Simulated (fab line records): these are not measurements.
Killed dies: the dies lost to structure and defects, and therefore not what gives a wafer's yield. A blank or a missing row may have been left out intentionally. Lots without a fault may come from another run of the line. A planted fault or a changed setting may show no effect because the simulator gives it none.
Which tool was responsible? ; flow n5 finfet ; Sampling: 20 lots, 60 wafers, 6 of 1938 route steps

== WHAT THE GAUGES READ, wafer by wafer ==
N5_BEOL_M0_RS_MEAS_126: measurement is done with a four-point probe.
lot;measured;on;M0_RS (ohm/sq)
L074;day 6 01:05;film metro-02;0.534 0.537 0.510
L075;day 6 11:19;film metro-02;0.556 0.540 0.549
L076;day 6 12:50;film metro-02;0.546 0.534 0.537
L077;day 6 15:15;film metro-02;0.540 0.502 0.526
L078;day 7 01:23;film metro-02;0.535 0.523 0.518
L079;day 7 09:27;film metro-01;0.523 0.530 0.524
L081;day 8 04:25;film metro-02;0.531 0.536 0.534
L080;day 8 09:05;film metro-02;0.569 0.550 0.542
L082;day 8 18:02;film metro-01;0.512 0.531 0.508
L083;day 8 13:42;film metro-01;0.537 0.531 0.526
L084;day 8 20:20;film metro-01;0.553 0.542 0.524
L086;day 9 04:58;film metro-02;0.567 0.551 0.539
L088;day 9 19:24;film metro-01;0.520 0.526 0.522
L089;day 9 17:11;film metro-01;0.535 0.533 0.532
L091;day 10 12:50;film metro-02;0.537 0.524 0.526
L092;day 10 10:46;film metro-01;0.553 0.543 0.533
L093;day 10 14:50;film metro-02;0.515 0.511 0.475
L095;day 11 02:29;film metro-02;0.515 0.534 0.501
L094;day 11 08:26;film metro-02;0.568 0.549 0.549
L096;day 11 10:47;film metro-01;0.555 0.549 0.545

== EACH LOT AND THE TOOL THAT RAN IT (in order: tool; ch and the chambers of the sampled wafers; start) ==
lot;N5_BEOL_M0_ETCH_138;N5_BEOL_M0_STRIP_104;N5_BEOL_M0_ETCH_128;N5_BEOL_M0_ETCH_109;N5_BEOL_M0_ANNEAL_117
L074;rie diel-01 ch 0,1, day 5 17:01;rie diel-03 ch 2,3, day 5 20:14;rie diel-04 ch 0,1,3, day 5 20:28;rie diel-04 ch 0,2, day 5 20:44;pvd sputter-01, day 5 23:40
L075;rie diel-04 ch 2,3, day 6 04:01;rie diel-04 ch 0,1,2, day 6 06:53;rie diel-01 ch 2,3, day 6 07:59;rie diel-04 ch 0,1,3, day 6 09:14;pvd sputter-01, day 6 09:58
L076;rie diel-04 ch 0,2,3, day 6 07:11;rie diel-01 ch 1,2,3, day 6 07:50;rie diel-01 ch 1,2,3, day 6 08:52;rie diel-04 ch 0,1,3, day 6 10:08;pvd sputter-01, day 6 11:28
L077;rie diel-04 ch 0,2,3, day 6 10:25;rie diel-01 ch 1,2,3, day 6 12:28;rie diel-04 ch 0,1,2, day 6 12:43;rie diel-04 ch 0,3, day 6 12:58;pvd sputter-01, day 6 13:54
L078;rie diel-03 ch 0,3, day 6 19:20;rie diel-03 ch 0,2,3, day 6 20:39;rie diel-04 ch 0,1, day 6 21:01;rie diel-04 ch 1,3, day 6 21:17;pvd sputter-01, day 7 00:03
L079;rie diel-04 ch 2,3, day 7 01:31;rie diel-03 ch 1,2,3, day 7 06:41;rie diel-04 ch 1,2, day 7 06:48;rie diel-03 ch 0,3, day 7 07:13;pvd sputter-01, day 7 08:08
L081;rie diel-03 ch 0,2,3, day 7 23:20;rie diel-03 ch 0,2,3, day 8 00:46;rie diel-01 ch 0,1, day 8 01:07;rie diel-03 ch 1,2,3, day 8 01:23;pvd sputter-01, day 8 03:05
L080;rie diel-01 ch 0,2,3, day 8 01:43;rie diel-03 ch 0,2,3, day 8 03:31;rie diel-04 ch 1,3, day 8 04:08;rie diel-03 ch 1,3, day 8 05:02;pvd sputter-02, day 8 07:46
L082;rie diel-01 ch 1,2,3, day 8 05:48;rie diel-03 ch 0,2,3, day 8 12:35;rie diel-03 ch 1,3, day 8 12:42;rie diel-03 ch 0,1, day 8 13:06;pvd sputter-02, day 8 16:41
L083;rie diel-03 ch 0,1, day 8 06:41;rie diel-04 ch 1,2,3, day 8 10:33;rie diel-01 ch 1,2,3, day 8 10:41;rie diel-03 ch 0,1, day 8 10:56;pvd sputter-01, day 8 12:22
L084;rie diel-03 ch 0,1, day 8 13:01;rie diel-03 ch 0,1,3, day 8 17:17;rie diel-04 ch 0,2, day 8 17:24;rie diel-03 ch 0,2, day 8 17:40;pvd sputter-02, day 8 18:55
L086;rie diel-01 ch 0,2, day 8 18:29;rie diel-04 ch 0,1,2, day 8 22:40;rie diel-01 ch 1,2,3, day 8 22:47;rie diel-04 ch 0,1, day 8 23:03;pvd sputter-01, day 9 03:38
L088;rie diel-03 ch 0,1, day 9 05:46;rie diel-01 ch 2,3, day 9 16:26;rie diel-03 ch 1,2,3, day 9 16:38;rie diel-01 ch 0,2,3, day 9 16:56;pvd sputter-02, day 9 18:04
L089;rie diel-03 ch 0,3, day 9 10:22;rie diel-03 ch 1,2, day 9 11:59;rie diel-04 ch 1,2, day 9 12:07;rie diel-04 ch 0,1,2, day 9 12:25;pvd sputter-02, day 9 15:51
L091;rie diel-04 ch 0,1,2, day 10 04:55;rie diel-03 ch 2,3, day 10 08:00;rie diel-04 ch 0,2, day 10 08:31;rie diel-03 ch 1,2, day 10 08:47;pvd sputter-01, day 10 11:30
L092;rie diel-04 ch 0,1, day 10 06:38;rie diel-04 ch 0,1, day 10 07:01;rie diel-04 ch 0,2, day 10 07:08;rie diel-04 ch 1,2, day 10 07:23;pvd sputter-01, day 10 08:55
L093;rie diel-03 ch 0,2,3, day 10 09:41;rie diel-04 ch 0,1,3, day 10 11:10;rie diel-04 ch 0,1,2, day 10 11:42;rie diel-04 ch 0,1,2, day 10 11:57;pvd sputter-01, day 10 13:30
L095;rie diel-03 ch 1,2,3, day 10 21:17;rie diel-01 ch 0,3, day 10 23:12;rie diel-01 ch 0,2,3, day 10 23:19;rie diel-01 ch 2,3, day 10 23:35;pvd sputter-03, day 11 01:10
L094;rie diel-01 ch 0,2,3, day 11 00:00;rie diel-04 ch 1,2, day 11 02:38;rie diel-03 ch 1,2, day 11 03:16;rie diel-04 ch 0,2, day 11 03:31;pvd sputter-01, day 11 07:06
L096;rie diel-01 ch 1,2,3, day 11 06:05;rie diel-03 ch 0,1,3, day 11 07:23;rie diel-03 ch 0,1,3, day 11 07:32;rie diel-03 ch 0,2,3, day 11 07:47;pvd sputter-03, day 11 09:14
- N5_BEOL_M0_ETCH_138: etches SiCN in CH3F/O2, target depth 12 nm, time 31.6 s.
- N5_BEOL_M0_STRIP_104: strips in N2/H2.
- N5_BEOL_M0_ETCH_128: etches SiCN in CF4/N2, target depth 12 nm, overetch 5.1 nm, time 21.4 s.
- N5_BEOL_M0_ETCH_109: etches SiCN in CH3F/O2, target depth 8 nm, overetch 2.4 nm, time 27.4 s.
- N5_BEOL_M0_ANNEAL_117: time 60 s.

== AS READ BY THE TOOLS THEMSELVES (means over the sampled wafers that have a number; for cases with no such wafer, the mark the record gives instead) ==
N5_BEOL_M0_ETCH_138.
lot;tool;drypump motor current A (A);etch rf on time s (s);mfc ar sccm (sccm);oes product au (a.u.);rf vpp V (V);showerhead plenum p Torr (Torr);throttle valve pct (%)
L074;rie diel-01;6.3;29.5;150.4;0.66;296.2;1.97;16.29
L075;rie diel-04;5.8;30.1;149.9;0.61;297.8;2.02;16.33
L076;rie diel-04;5.7;29.1;149.9;0.61;297.0;1.96;16.43
L077;rie diel-04;5.7;29.4;150.2;0.60;296.5;1.96;16.44
L078;rie diel-03;5.6;29.3;150.1;0.63;297.6;2.00;16.07
L079;rie diel-04;5.5;30.9;149.4;0.60;296.2;1.96;16.46
L081;rie diel-03;5.9;29.9;150.0;0.62;298.0;2.02;16.23
L080;rie diel-01;5.7;29.4;150.2;0.70;297.1;1.99;16.34
L082;rie diel-01;5.8;28.5;149.9;0.73;296.5;1.99;16.28
L083;rie diel-03;5.1;29.1;149.7;0.66;297.8;2.04;16.14
L084;rie diel-03;5.1;28.7;149.9;0.67;298.2;2.04;16.14
L086;rie diel-01;5.7;28.6;150.4;0.74;296.3;1.98;16.24
L088;rie diel-03;5.1;29.1;149.8;0.66;298.3;2.04;16.15
L089;rie diel-03;5.6;29.4;150.2;0.62;297.3;2.00;16.10
L091;rie diel-04;5.7;29.1;149.8;0.61;297.3;1.93;16.62
L092;rie diel-04;6.0;29.3;150.1;0.65;297.0;1.97;16.63
L093;rie diel-03;6.0;27.6;150.0;0.61;297.0;2.01;16.26
L095;rie diel-03;5.9;29.5;149.9;0.64;298.5;2.04;16.34
L094;rie diel-01;5.7;29.2;149.8;0.68;296.7;1.98;16.38
L096;rie diel-01;5.8;28.8;149.9;0.70;296.8;1.98;16.32

N5_BEOL_M0_STRIP_104.
lot;tool;drypump motor current A (A);h2 flow sccm (sccm);n2 flow sccm (sccm);oes product au (a.u.);rf vpp V (V);showerhead plenum p Torr (Torr);throttle valve pct (%)
L074;rie diel-03;6.3;199.6;199.7;0.74;58.6;2.56;23.49
L075;rie diel-04;5.7;200.2;199.9;0.73;58.9;2.47;23.95
L076;rie diel-01;5.8;199.7;199.8;0.77;58.7;2.53;23.70
L077;rie diel-01;5.8;199.6;200.7;0.76;59.8;2.53;23.70
L078;rie diel-03;6.0;200.0;199.7;0.73;58.7;2.56;23.44
L079;rie diel-03;5.9;200.3;200.1;0.78;60.1;2.61;23.56
L081;rie diel-03;6.0;199.7;200.1;0.73;57.6;2.56;23.45
L080;rie diel-03;6.0;199.9;200.1;0.72;58.4;2.56;23.46
L082;rie diel-03;6.0;199.9;200.6;0.72;60.7;2.56;23.46
L083;rie diel-04;5.8;199.7;200.5;0.73;58.1;2.53;23.83
L084;rie diel-03;5.5;200.2;200.1;0.77;58.2;2.58;23.38
L086;rie diel-04;5.8;200.5;199.8;0.73;58.6;2.46;23.97
L088;rie diel-01;5.6;201.0;198.9;0.75;61.0;2.53;23.80
L089;rie diel-03;5.4;199.8;199.7;0.80;60.2;2.66;23.61
L091;rie diel-03;6.4;200.2;199.9;0.70;60.7;2.57;23.63
L092;rie diel-04;5.9;200.0;200.6;0.72;58.5;2.46;23.99
L093;rie diel-04;6.0;200.2;200.1;0.73;60.8;2.52;23.88
L095;rie diel-01;5.9;200.0;198.9;0.75;59.8;2.50;23.71
L094;rie diel-04;5.9;200.1;200.3;0.74;60.1;2.49;24.04
L096;rie diel-03;5.5;200.7;199.9;0.76;59.6;2.57;23.40

N5_BEOL_M0_ETCH_128.
lot;tool;drypump motor current A (A);mfc ar sccm (sccm);n2 flow sccm (sccm);oes product au (a.u.);rf vpp V (V);showerhead plenum p Torr (Torr);throttle valve pct (%)
L074;rie diel-04;6.0;100.11;60.03;0.52;382.5;2.21;15.56
L075;rie diel-01;5.6;100.04;59.95;0.54;382.9;2.21;15.56
L076;rie diel-01;5.8;100.16;59.98;0.53;382.5;2.20;15.54
L077;rie diel-04;5.7;100.06;59.93;0.51;381.1;2.14;15.69
L078;rie diel-04;5.9;100.02;59.96;0.51;381.0;2.14;15.67
L079;rie diel-04;5.9;99.59;59.98;0.53;381.8;2.19;15.71
L081;rie diel-01;6.3;99.79;59.97;0.65;381.6;2.17;15.09
L080;rie diel-04;6.1;99.77;59.89;0.53;383.4;2.24;15.59
L082;rie diel-03;5.8;100.13;60.16;0.53;383.3;2.24;15.32
L083;rie diel-01;5.8;100.23;59.99;0.58;382.4;2.20;15.40
L084;rie diel-04;5.5;99.98;60.05;0.48;378.6;2.10;15.73
L086;rie diel-01;5.8;100.40;60.08;0.57;381.9;2.20;15.42
L088;rie diel-03;5.9;100.03;59.94;0.52;383.6;2.26;15.45
L089;rie diel-04;5.6;100.29;59.77;0.50;380.7;2.13;15.75
L091;rie diel-04;5.6;99.93;60.20;0.48;379.9;2.10;15.73
L092;rie diel-04;5.6;99.86;59.96;0.48;379.5;2.10;15.73
L093;rie diel-04;5.8;99.94;60.03;0.48;380.2;2.13;15.74
L095;rie diel-01;5.7;100.29;59.93;0.55;381.9;2.19;15.50
L094;rie diel-03;5.4;100.20;59.94;0.54;384.6;2.30;15.52
L096;rie diel-03;5.5;100.08;60.29;0.52;384.2;2.24;15.33

N5_BEOL_M0_ETCH_109.
lot;tool;drypump motor current A (A);mfc ar sccm (sccm);oes product au (a.u.);rf vpp V (V);showerhead plenum p Torr (Torr);throttle valve pct (%)
L074;rie diel-04;5.5;149.9;0.62;294.8;1.90;16.56
L075;rie diel-04;6.0;150.1;0.64;297.0;2.00;16.45
L076;rie diel-04;6.0;150.1;0.64;296.6;2.00;16.45
L077;rie diel-04;5.9;150.5;0.61;295.8;1.96;16.42
L078;rie diel-04;6.0;149.5;0.64;298.0;2.05;16.34
L079;rie diel-03;5.9;149.6;0.65;297.7;1.99;16.10
L081;rie diel-03;5.9;149.8;0.66;299.3;2.05;16.30
L080;rie diel-03;5.8;150.1;0.67;298.4;2.03;16.19
L082;rie diel-03;5.0;150.1;0.69;298.7;2.07;16.20
L083;rie diel-03;5.0;150.4;0.69;298.9;2.07;16.20
L084;rie diel-03;5.6;150.2;0.61;297.0;2.02;16.22
L086;rie diel-04;5.9;149.7;0.62;297.0;1.94;16.59
L088;rie diel-01;5.7;150.0;0.70;296.6;1.99;16.36
L089;rie diel-04;5.8;150.4;0.62;296.1;1.94;16.62
L091;rie diel-03;6.0;150.1;0.64;299.6;2.07;16.45
L092;rie diel-04;5.9;149.7;0.64;296.8;1.97;16.65
L093;rie diel-04;5.8;150.0;0.61;296.3;1.93;16.63
L095;rie diel-01;5.4;150.2;0.68;297.3;2.00;16.49
L094;rie diel-04;5.6;150.5;0.59;295.2;1.89;16.61
L096;rie diel-03;6.0;150.1;0.61;297.5;2.01;16.27

N5_BEOL_M0_ANNEAL_117.
lot;tool;heater power w (W)
L074;pvd sputter-01;789
L075;pvd sputter-01;794
L076;pvd sputter-01;788
L077;pvd sputter-01;791
L078;pvd sputter-01;756
L079;pvd sputter-01;749
L081;pvd sputter-01;763
L080;pvd sputter-02;686
L082;pvd sputter-02;762
L083;pvd sputter-01;691
L084;pvd sputter-02;827
L086;pvd sputter-01;745
L088;pvd sputter-02;733
L089;pvd sputter-02;783
L091;pvd sputter-01;756
L092;pvd sputter-01;754
L093;pvd sputter-01;735
L095;pvd sputter-03;865
L094;pvd sputter-01;797
L096;pvd sputter-03;845

== THE ANSWER, worked out from the rows above alone ==
Rule: what is usual is taken from the lots themselves. Put in order of their means at a reading, lots are off if they are a third of the lots or fewer, leave a main group of 4 or more, and stand apart from it by a gap of 3 or more times the standard deviation of the main group's means; of several such gaps the widest counts. If all means in a main group match to the digits the tables above print for the reading, that group is not used. A lot without any number at a reading at which 4 lots or more have one is off too. Any other lot the step has rows for is counted as sound. The gauges are gone through in route order, then the tools' own readings, and for those a lot's mean is taken as printed above. At the first step where some lot is off, the reading lying furthest off is the one used; lots without a number count as furthest.
No lot is off on any of the readings shown, so nothing can be concluded from this.

== WHAT THE SIMULATOR HAD INSERTED ==
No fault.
